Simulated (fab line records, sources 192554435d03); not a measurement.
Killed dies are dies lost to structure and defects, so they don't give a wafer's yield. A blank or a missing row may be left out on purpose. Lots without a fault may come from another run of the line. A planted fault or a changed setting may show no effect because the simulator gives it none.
A struck lot beside a sound one | flow n5_finfet | 22 steps out of a route of 1938
Sound: wafers L319.4, L319.5, L319.6. Struck: wafers L324.1, L324.2, L324.3. The cause comes at the end.
At each step with rows: each side's tool, then ch and its chambers, then its first start. Under that, the readings that differ: sound wafers | struck wafers | difference of the means | sigmas: that difference in standard deviations of wafers without a fault.
alike: readings whose means differ by less than 2 such deviations, and words and numbers that are the same on both sides. not compared: withheld readings, readings that some wafer has no value for, bounds like >300 that may hide the same value, and numbers for which the record gives no deviation and whose values overlap.
The two part at a step that has a row with sigmas, a row that says differs or no value, or rows on one side only. Numbers that don't overlap but have no deviation are shown without sigmas and don't part them. A reading that every wafer of one side lacks parts them only if that side has two wafers or more.

first, 11 steps without rows for these wafers: N5_BEOL_M6_ETCH_62 (etches SOC in N2/H2, target depth 110 nm, overetch 22 nm, time 165 s); N5_BEOL_M6_STRIP_68 (strips in N2/H2); N5_BEOL_M6_STRIP_67 (strips in CF4); N5_BEOL_M6_HM_OPEN_17 (chemistry Cl2/BCl3, target TiN, target depth 20 nm, overetch 6 nm); N5_BEOL_M6_STRIP_19 (strips in O2); N5_BEOL_M6_COAT_63 (time 60 s, resist thk 60 nm); N5_BEOL_M6_COAT_64 (time 60 s, resist thk 12 nm); N5_BEOL_M6_COAT_71 (time 60 s, resist thk 5 nm); N5_BEOL_M6_COAT_22 (resist thk 30 nm); N5_BEOL_M6_EBR_24; N5_BEOL_M6_SOFTBAKE_23 (time 60 s).
N5_BEOL_M6_EXPOSE_25: exposes mask V5, target cd 40 nm.
  sound on euv_scanner-02 ch 0, day 8 19:10; struck on euv_scanner-02 ch 0, day 9 19:37
  reading              | sound             | struck            | difference | sigmas
  exposure_dose_mJ_cm2 | 44.98 44.96 45.02 | 44.04 44.13 44.05 | -0.91      | -19
  alike: mask
then, 2 steps without rows for these wafers: N5_BEOL_M6_PEB_26 (peb time 60 s); N5_BEOL_M6_DEVELOP_27 (develop time 30 s).
N5_BEOL_M6_DESCUM_33: chemistry O2, time 7 s.
  sound on rie_diel-05 ch 1,2,3, day 8 20:20; struck on rie_diel-03 ch 0,2,3, day 9 19:53
  reading                  | sound        | struck         | difference | sigmas
  model.BEOL_M6.cd_nm (nm) | 40 40.2 40.2 | 39.4 39.4 39.4 | -0.7       |
  alike: drypump_motor_current_A, oes_product_au, rf_vpp_V, showerhead_plenum_p_Torr, throttle_valve_pct
  not compared: rf_hours_counter_h
then, 5 steps without rows for these wafers: N5_BEOL_M6_ETCH_72 (etches underlayer in N2/H2, target depth 6.5 nm, time 5.2 s); N5_BEOL_M6_ETCH_65 (etches SiARC in CF4, target depth 15.6 nm, time 26 s); N5_BEOL_M6_ETCH_66 (etches SOC in N2/H2, target depth 80 nm, overetch 16 nm, time 120 s); N5_BEOL_M6_STRIP_69 (strips in N2/H2); N5_BEOL_M6_STRIP_73 (strips in N2/H2).
N5_BEOL_M6_VIA_ETCH_34: etches SiCOH lowk in C4F6/O2, target depth 126.3 nm, time 50.9 s.
  sound on rie_diel-05 ch 1,2,3, day 8 20:31; struck on rie_diel-03 ch 0,2,3, day 9 20:04
  reading                  | sound        | struck         | difference | sigmas
  model.BEOL_M6.cd_nm (nm) | 40 40.4 40.6 | 39.4 38.8 39.2 | -1.2       |
  alike: drypump_motor_current_A, oes_ar_750_au, oes_f_703_au, oes_product_au, rf_vpp_V, showerhead_plenum_p_Torr, throttle_valve_pct
  not compared: rf_hours_counter_h
then, 1 step without rows for these wafers: N5_BEOL_M6_STRIP_76 (strips in C4F6/O2).

WHERE THEY PART
Only at N5_BEOL_M6_EXPOSE_25, within this record. Later steps at which nothing parts them and some readings are alike: N5_BEOL_M6_DESCUM_33, N5_BEOL_M6_VIA_ETCH_34.

WHY: what the simulator had put in
Process parameter drift: euv_scanner-02, from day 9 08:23 on, at N5_BEOL_M6_EXPOSE_25. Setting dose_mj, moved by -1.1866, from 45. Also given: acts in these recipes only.
